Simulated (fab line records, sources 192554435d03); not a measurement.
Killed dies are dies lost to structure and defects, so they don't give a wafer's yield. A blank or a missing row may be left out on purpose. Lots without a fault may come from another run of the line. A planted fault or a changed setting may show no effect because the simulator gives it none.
Split-lot experiment | flow n5_finfet | 7 lots, 21 wafers read, on a route of 1938 steps

THE SPLIT
At N5_BEOL_M6_ETCH_61 (etches SiARC in CF4, target depth 45.5 nm, time 75.8 s), the setting bias_w was moved away from the recipe's 36 W on 9 of the 21 wafers read, by -14.4% to +10.9%. The other wafers ran this setting at the recipe's value.

The reading is taken at the split's own step.

THE READING
rf_vpp_V, in V, at N5_BEOL_M6_ETCH_61 (etches SiARC in CF4, target depth 45.5 nm, time 75.8 s). Fault-free wafers of this fab line usually give 183.9 V, standard deviation 1.2 V.

wafer  | tool, chamber at the split | bias_w as run, W | against the recipe | rf_vpp_V, V | against lot-mates on the recipe
L079.1 | rie_diel-01, 3             | 36               | recipe             | 182.7       | -
L079.4 | rie_diel-01, 0             | 36               | recipe             | 182.7       | -
L079.6 | rie_diel-01, 2             | 36               | recipe             | 183.4       | -
L080.2 | rie_diel-02, 3             | 39.71            | +10.3%             | 196.2       | +12.6
L080.3 | rie_diel-02, 1             | 36               | recipe             | 183.6       | -
L080.6 | rie_diel-02, 3             | 39.71            | +10.3%             | 197.4       | +13.8
L083.2 | rie_diel-01, 2             | 36               | recipe             | 182.5       | -
L083.3 | rie_diel-01, 3             | 30.83            | -14.4%             | 167.0       | -15.5
L083.4 | rie_diel-01, 2             | 30.83            | -14.4%             | 164.8       | -17.7
L086.4 | rie_diel-02, 2             | 31.12            | -13.6%             | 167.2       | -18.1
L086.5 | rie_diel-02, 3             | 36               | recipe             | 185.1       | -
L086.6 | rie_diel-02, 0             | 36               | recipe             | 185.4       | -
L088.1 | rie_diel-01, 0             | 32.96            | -8.4%              | 172.9       | -10.7
L088.4 | rie_diel-01, 2             | 36               | recipe             | 183.6       | -
L088.6 | rie_diel-01, 1             | 32.96            | -8.4%              | 174.3       | -9.3
L089.4 | rie_diel-06, 2             | 36               | recipe             | 183.9       | -
L089.5 | rie_diel-06, 0             | 36               | recipe             | 185.6       | -
L089.6 | rie_diel-06, 1             | 36               | recipe             | 184.7       | -
L094.2 | rie_diel-06, 0             | 36               | recipe             | 185.2       | -
L094.3 | rie_diel-06, 1             | 39.93            | +10.9%             | 196.6       | +11.4
L094.6 | rie_diel-06, 3             | 39.93            | +10.9%             | 199.5       | +14.3

THE FIT
A straight line over all 21 wafers: rf_vpp_V changes by +1.26 V for each +1% of bias_w; r = +0.99; the points scatter about the line by 1.1 V.
The same after taking each lot's own level away (the mean of its wafers on the recipe; 21 wafers): +1.21 V for each +1%; r = +1.00; scatter 0.9 V.
On that fit, the largest move of bias_w shifts the reading by 17 V.
The lots' own levels span 182.50 to 185.25 V, that is 2.3 times the standard deviation above.
So the lot-to-lot level changes the slope little: the two slopes agree.
Check: with one of the wafers moved furthest among these (-14.4%) left out of the fit, the line predicts -17.9 V for it against its lot-mates. It came out at -15.5 V against them.
Tool readings at the split's step, against how far the setting was moved: etch_rf_on_time_s r = -0.93; rf_vpp_V r = +0.99.

OTHER SPLITS ON THESE WAFERS
These wafers also went through other splits before the reading. Each is held against what the fit with the lots' levels taken away leaves over:
other split on the same wafers | wafers away from the commonest value | r with rf_vpp_V (lot level and that fit taken away)
N5_BEOL_M5_EXPOSE_08 dose_mj   | 8                                    | -0.01

THE WHOLE CHAIN: every reading that the file lists as answering this split, in the file's order
step               | what it does                                           | reading           | change (the file's fit)              | r (the file's)
N5_BEOL_M6_ETCH_61 | etches SiARC in CF4, target depth 45.5 nm, time 75.8 s | etch_rf_on_time_s | withheld for each +1% of the setting | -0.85
N5_BEOL_M6_ETCH_61 | etches SiARC in CF4, target depth 45.5 nm, time 75.8 s | rf_vpp_V          | +1.23 V for each +1% of the setting  | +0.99

THE FILE'S OWN FIT
rf_vpp_V changes by +1.23 V for each +1% of bias_w, r = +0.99.
